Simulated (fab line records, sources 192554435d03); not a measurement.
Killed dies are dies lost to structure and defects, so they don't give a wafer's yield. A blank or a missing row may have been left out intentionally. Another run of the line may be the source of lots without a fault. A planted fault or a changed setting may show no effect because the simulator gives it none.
Chamber matching | flow n5-finfet | 4 sister chambers for N5_BEOL_M0_SAQP_SPACER2_ALD_26 on ald-sin-04
The step deposits SiO2, target thk 15 nm, pulse time 1 s, purge time 2 s. 7 wafers are shown with their chamber, then 9 later ones without.

== WAFERS PAIRED WITH THEIR CHAMBERS ==
wafer  | chamber | heater-power-outer-w (W) | heater-power-w (W)
L074.1 | 3       | 256                      | 476
L088.5 | 2       | 205                      | 366
L092.1 | 1       | 247                      | 465
L092.2 | 2       | 196                      | 371
L093.2 | 0       | 221                      | 407
L093.5 | 1       | 254                      | 453
L093.6 | 0       | 221                      | 411

== WAFERS WITHOUT THEIR CHAMBER ==
wafer  | heater-power-outer-w (W) | heater-power-w (W)
L095.1 | 201                      | 364
L095.2 | 247                      | 474
L095.6 | 253                      | 455
L096.1 | 198                      | 364
L096.2 | 251                      | 466
L096.5 | 198                      | 370
L097.1 | 232                      | 415
L097.2 | 254                      | 461
L097.5 | 197                      | 379

== WHICH CHAMBER EACH WENT THROUGH ==
wafer  | from the rows above     | in truth
L095.1 | 2                       | 2
L095.2 | can't be placed: 3 or 1 | 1
L095.6 | 1                       | 1
L096.1 | 2                       | 2
L096.2 | can't be placed: 1 or 3 | 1
L096.5 | 2                       | 2
L097.1 | 0                       | 0
L097.2 | can't be placed: 1 or 3 | 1
L097.5 | 2                       | 2
Placed correctly: 6 of 9. Can't be placed from these rows: 3 (the true chamber is among the candidates in 3). Number placed wrongly: 0.
How it was worked out, from the rows above alone: a wafer's distance from a chamber is the root of the sum, over the readings, of the square of ((its reading less the chamber's mean) divided by the reading's scatter). If the next closest chamber is less than 2 further off than the closest, the wafer can't be placed; otherwise it belongs to the closest. A chamber's mean is the mean of its shown wafers. The scatter: take each reading less its chamber's mean, square it, sum over the shown wafers, divide by the number of wafers less the number of chambers, and take the root.
